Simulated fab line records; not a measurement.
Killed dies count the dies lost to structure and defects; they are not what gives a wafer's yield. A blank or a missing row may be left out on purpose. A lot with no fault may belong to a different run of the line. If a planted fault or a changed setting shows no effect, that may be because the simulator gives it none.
Split-lot study + flow n5-finfet + route with 1938 steps; 7 lots, 39 wafers read

## THE SPLIT ITSELF
At N5_BEOL_M14_SPUTTER_43 (material TaN, target thk 15 nm, time 24.19 s), the setting target-thk-a was moved away from the recipe's 150 angstrom on 12 of the 39 wafers read, by -59.1% to +58.9%. All remaining wafers had this setting at the recipe value.

## FROM THE SPLIT TO THE READING: what the file shows between them, 4 steps
- N5_BEOL_M14_SPUTTER_44: material Ta, target thk 15 nm, time 24.19 s
- N5_BEOL_M14_SPUTTER_45: material Cu, target thk 100 nm, time 16.67 s
- N5_BEOL_M14_ECD_47: material Cu, target thk 1248 nm
- N5_BEOL_M14_ANNEAL_48: time 90 s

## THE READING
barrier-field-endpoint-s, in s, at N5_BEOL_M14_CMP_49 (polishes, stops on SiO2, t overpolish 5.2 s, target thk 560 nm). A value of 11.40 s with a standard deviation of 0.22 s is what fault-free wafers of this fab line usually give.

| wafer  | tool, chamber at the split | target-thk-a as run, angstrom | against the recipe | barrier-field-endpoint-s, s | against lot-mates on the recipe |
|--------|----------------------------|-------------------------------|--------------------|-----------------------------|---------------------------------|
| L074.3 | pvd-sputter-03, -          | 238.3                         | +58.9%             | 14.56                       | +3.14                           |
| L074.1 | pvd-sputter-03, -          | 150                           | recipe             | 11.39                       | -                               |
| L074.4 | pvd-sputter-03, -          | 150                           | recipe             | 11.70                       | -                               |
| L074.2 | pvd-sputter-03, -          | 238.3                         | +58.9%             | 14.65                       | +3.23                           |
| L074.6 | pvd-sputter-03, -          | 238.3                         | +58.9%             | 14.53                       | +3.11                           |
| L074.5 | pvd-sputter-03, -          | 150                           | recipe             | 11.16                       | -                               |
| L080.4 | pvd-sputter-02, -          | 150                           | recipe             | 11.31                       | -                               |
| L080.1 | pvd-sputter-02, -          | 150                           | recipe             | 11.31                       | -                               |
| L080.6 | pvd-sputter-02, -          | 150                           | recipe             | 11.33                       | -                               |
| L087.4 | pvd-sputter-02, -          | 61.32                         | -59.1%             | 7.98                        | -3.35                           |
| L087.2 | pvd-sputter-02, -          | 61.32                         | -59.1%             | 7.82                        | -3.51                           |
| L087.3 | pvd-sputter-02, -          | 61.32                         | -59.1%             | 7.82                        | -3.51                           |
| L087.1 | pvd-sputter-02, -          | 150                           | recipe             | 11.66                       | -                               |
| L087.5 | pvd-sputter-02, -          | 150                           | recipe             | 11.11                       | -                               |
| L087.6 | pvd-sputter-02, -          | 150                           | recipe             | 11.22                       | -                               |
| L090.2 | pvd-sputter-02, -          | 150                           | recipe             | 11.33                       | -                               |
| L090.1 | pvd-sputter-02, -          | 150                           | recipe             | 11.83                       | -                               |
| L090.4 | pvd-sputter-02, -          | 150                           | recipe             | 11.52                       | -                               |
| L090.3 | pvd-sputter-02, -          | 150                           | recipe             | 11.71                       | -                               |
| L090.5 | pvd-sputter-02, -          | 150                           | recipe             | 11.39                       | -                               |
| L090.6 | pvd-sputter-02, -          | 150                           | recipe             | 11.95                       | -                               |
| L088.2 | pvd-sputter-03, -          | 150                           | recipe             | 11.51                       | -                               |
| L088.3 | pvd-sputter-03, -          | 150                           | recipe             | 11.36                       | -                               |
| L088.4 | pvd-sputter-03, -          | 150                           | recipe             | 11.04                       | -                               |
| L088.1 | pvd-sputter-03, -          | 150                           | recipe             | 11.45                       | -                               |
| L088.5 | pvd-sputter-03, -          | 150                           | recipe             | 11.18                       | -                               |
| L088.6 | pvd-sputter-03, -          | 150                           | recipe             | 11.50                       | -                               |
| L095.3 | pvd-sputter-03, -          | 150                           | recipe             | 11.13                       | -                               |
| L095.1 | pvd-sputter-03, -          | 188.1                         | +25.4%             | 12.83                       | +1.51                           |
| L095.4 | pvd-sputter-03, -          | 150                           | recipe             | 11.38                       | -                               |
| L095.2 | pvd-sputter-03, -          | 188.1                         | +25.4%             | 12.77                       | +1.45                           |
| L095.6 | pvd-sputter-03, -          | 150                           | recipe             | 11.44                       | -                               |
| L095.5 | pvd-sputter-03, -          | 188.1                         | +25.4%             | 12.94                       | +1.62                           |
| L096.1 | pvd-sputter-03, -          | 84.91                         | -43.4%             | 8.74                        | -2.60                           |
| L096.3 | pvd-sputter-03, -          | 84.91                         | -43.4%             | 8.88                        | -2.46                           |
| L096.4 | pvd-sputter-03, -          | 84.91                         | -43.4%             | 8.80                        | -2.54                           |
| L096.2 | pvd-sputter-03, -          | 150                           | recipe             | 11.42                       | -                               |
| L096.5 | pvd-sputter-03, -          | 150                           | recipe             | 11.15                       | -                               |
| L096.6 | pvd-sputter-03, -          | 150                           | recipe             | 11.45                       | -                               |

FIT RESULTS
A straight line over all 39 wafers: barrier-field-endpoint-s changes by +0.0574 s for each +1% of target-thk-a; r = +0.99; the points scatter about the line by 0.2 s.
The same after taking each lot's own level away (the mean of its wafers on the recipe; 39 wafers): +0.0568 s for each +1%; r = +0.99; scatter 0.17 s.
That fit puts the effect of the largest move of target-thk-a on the reading at 3.4 s.
Across the lots, their own levels run from 11.317 to 11.622 s, a range of 1.4 times the standard deviation given above.
The two slopes are in agreement: the lot-to-lot level therefore moves the slope only a little.
Check: -3.38 s against its lot-mates is what the line predicts for one of the wafers moved furthest among these (-59.1%) when that wafer is left out of the fit. Against them it came out at -3.35 s.

## FURTHER SPLITS ON THESE WAFERS
Other splits were also applied to these wafers ahead of the reading. Each is held against what the fit with the lots' levels taken away leaves over:
| other split on the same wafers            | wafers away from the commonest value | r with barrier-field-endpoint-s (lot level and that fit taken away) |
|-------------------------------------------|--------------------------------------|---------------------------------------------------------------------|
| N5_BEOL_M13_TRENCH_ETCH_34 target-depth-a | 18                                   | +0.05                                                               |

## THE WHOLE CHAIN: every reading that the file lists as answering this split, in the file's order
| step                   | what it does                                                   | reading                                                                            | change (the file's fit)               | r (the file's) |
|------------------------|----------------------------------------------------------------|------------------------------------------------------------------------------------|---------------------------------------|----------------|
| N5_BEOL_M14_SPUTTER_43 | material TaN, target thk 15 nm, time 24.19 s                   | TaN_of_BEOL_M14_SPUTTER_43.thk-nm (the simulator's own value, which no gauge read) | +0.15 nm for each +1% of the setting  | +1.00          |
| N5_BEOL_M14_CMP_49     | polishes, stops on SiO2, t overpolish 5.2 s, target thk 560 nm | barrier-field-endpoint-s                                                           | +0.0569 s for each +1% of the setting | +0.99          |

## FILE'S OWN FIT
barrier-field-endpoint-s changes by +0.0569 s for each +1% of target-thk-a, r = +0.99.
